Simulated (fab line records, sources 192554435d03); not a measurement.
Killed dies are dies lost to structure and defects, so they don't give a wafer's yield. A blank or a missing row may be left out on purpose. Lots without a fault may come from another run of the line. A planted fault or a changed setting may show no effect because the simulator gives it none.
A struck lot beside a sound one | flow n5_finfet | 16 steps out of a route of 1938
Sound: wafers L888.1, L888.3, L888.6. Struck: wafer L898.4. (L898.6 of the same lot was not struck and is left out.) The cause comes at the end.
At each step with rows: each side's tool, then ch and its chambers, then its first start. Under that, the readings that differ: sound wafers | struck wafers | difference of the means | sigmas: that difference in standard deviations of wafers without a fault.
alike: readings whose means differ by less than 2 such deviations, and words and numbers that are the same on both sides. not compared: withheld readings, readings that some wafer has no value for, bounds like >300 that may hide the same value, and numbers for which the record gives no deviation and whose values overlap.
The two part at a step that has a row with sigmas, a row that says differs or no value, or rows on one side only. Numbers that don't overlap but have no deviation are shown without sigmas and don't part them. A reading that every wafer of one side lacks parts them only if that side has two wafers or more.

N5_BEOL_M3_DESCUM_33: chemistry O2, time 7 s.
  sound on rie_diel-04 ch 0,2, day 12 05:02; struck on rie_diel-06 ch 1, day 13 05:49
  reading                         | sound          | struck | difference | sigmas
  showerhead_plenum_p_Torr (Torr) | 2.07 2.18 2.18 | 1.98   | -0.16      | -2
  alike: drypump_motor_current_A, oes_product_au, rf_vpp_V, throttle_valve_pct
  not compared: rf_hours_counter_h
then, 2 steps without rows for these wafers: N5_BEOL_M3_ETCH_77 (etches underlayer in N2/H2, target depth 6.5 nm, time 5.2 s); N5_BEOL_M3_ETCH_69 (etches SiARC in CF4, target depth 15.6 nm, time 26 s).
N5_BEOL_M3_ALD_98: deposits SiO2, target thk 2.5 nm, pulse time 1 s, co reactant pulse time 1 s.
  sound on ald_sin-01 ch 1,2,3, day 12 05:38; struck on ald_sin-02 ch 2, day 13 06:24
  alike: heater_power_w, precursor_pulse_height_rel
  not compared: since_wet_clean_h
N5_BEOL_M3_ETCHBACK_99: etches SiO2 in CHF3, target depth 5 nm, time 10.4 s.
  sound on rie_diel-04 ch 0,2, day 12 17:01; struck on rie_diel-04 ch 1, day 14 17:31
  reading                     | sound       | struck | difference | sigmas
  drypump_motor_current_A (A) | 5.8 5.2 5.2 | 6.3    | +0.9       | +2
  alike: CHF3_flow_sccm, bias_w, oes_ar_750_au, oes_product_au, rf_vpp_V, showerhead_plenum_p_Torr, throttle_valve_pct
  not compared: rf_hours_counter_h
N5_BEOL_M3_ETCH_70: etches SOC in N2/H2, target depth 80 nm, overetch 16 nm, time 120 s.
  sound on rie_diel-04 ch 0,2, day 12 17:03; struck on rie_diel-04 ch 1, day 14 17:32
  alike: bias_w, drypump_motor_current_A, h2_flow_sccm, oes_product_au, rf_vpp_V, showerhead_plenum_p_Torr, throttle_valve_pct
  not compared: rf_hours_counter_h
then, 2 steps without rows for these wafers: N5_BEOL_M3_STRIP_71 (strips in N2/H2); N5_BEOL_M3_STRIP_78 (strips in N2/H2).
N5_BEOL_M3_VIA_ETCH_34: etches the open film in C4F6/O2, target depth 69.4 nm, time 65.9 s.
  sound on rie_diel-04 ch 0,2, day 12 17:09; struck on rie_diel-04 ch 1, day 14 17:38
  reading                     | sound       | struck | difference | sigmas
  drypump_motor_current_A (A) | 5.8 5.2 5.2 | 6.2    | +0.8       | +2
  alike: bias_w, oes_ar_750_au, oes_product_au, rf_vpp_V, showerhead_plenum_p_Torr, throttle_valve_pct
  not compared: rf_hours_counter_h
then, 3 steps without rows for these wafers: N5_BEOL_M3_STRIP_83 (strips in C4F6/O2); N5_BEOL_M3_STRIP_36 (strips in N2/H2); N5_BEOL_M3_TRENCH_ETCH_37 (etches SiOC in C4F6/O2, target depth 55.555 nm, time 29.2 s).
N5_BEOL_M3_ETCH_41: etches SiCN in CH3F/O2, target depth 29.9 nm, time 52.5 s.
  sound on rie_diel-04 ch 0,2, day 12 17:17; struck on rie_diel-04 ch 1, day 14 17:46
  reading                     | sound             | struck | difference | sigmas
  drypump_motor_current_A (A) | 5.8 5.2 5.2       | 6.3    | +0.9       | +2
  oes_product_au (a.u.)       | 0.89 0.71 0.71    | 1.29   | +0.52      | +6
  model.etch.depth_nm (nm)    | 20.15 19.23 19.16 | 33.37  | +13.86     |
  alike: bias_w, rf_vpp_V, showerhead_plenum_p_Torr, throttle_valve_pct
  not compared: rf_hours_counter_h
then, 1 step without rows for these wafers: N5_BEOL_M3_STRIP_97 (strips in N2/H2, time 10 s).
N5_BEOL_M4_RC_MEAS_101:
  sound on prober-02 ch 0, day 13 12:13; struck on prober-01 ch 0, day 15 08:37
  reading        | sound             | struck | difference | sigmas
  IOFF_N (nA/um) | 0.191 0.122 0.148 | 0.211  | +0.057     | +2
  IOFF_P (nA/um) | 0.21 0.17 0.20    | 0.30   | +0.11      | +3
  VT_P (mV)      | -252 -255 -253    | -244   | +9         | +3
  alike: DIBL_N, DIBL_P, ION_N, ION_P, SS_N, SS_P, VT_N
-- the record jumps here: 5 days lie between the struck wafers' starts before and after (it left off in module BEOL_M4 and takes up again in module PASSIVATION, whose first step shown is number 1936 of the route) --
N5_PASSIVATION_PROBE_49:
  the record has rows for the struck wafers here (prober-01, day 20 08:04) and none for the sound ones

WHERE THEY PART
First at N5_BEOL_M3_DESCUM_33; last, within this record, at N5_PASSIVATION_PROBE_49.

WHY: what the simulator had put in
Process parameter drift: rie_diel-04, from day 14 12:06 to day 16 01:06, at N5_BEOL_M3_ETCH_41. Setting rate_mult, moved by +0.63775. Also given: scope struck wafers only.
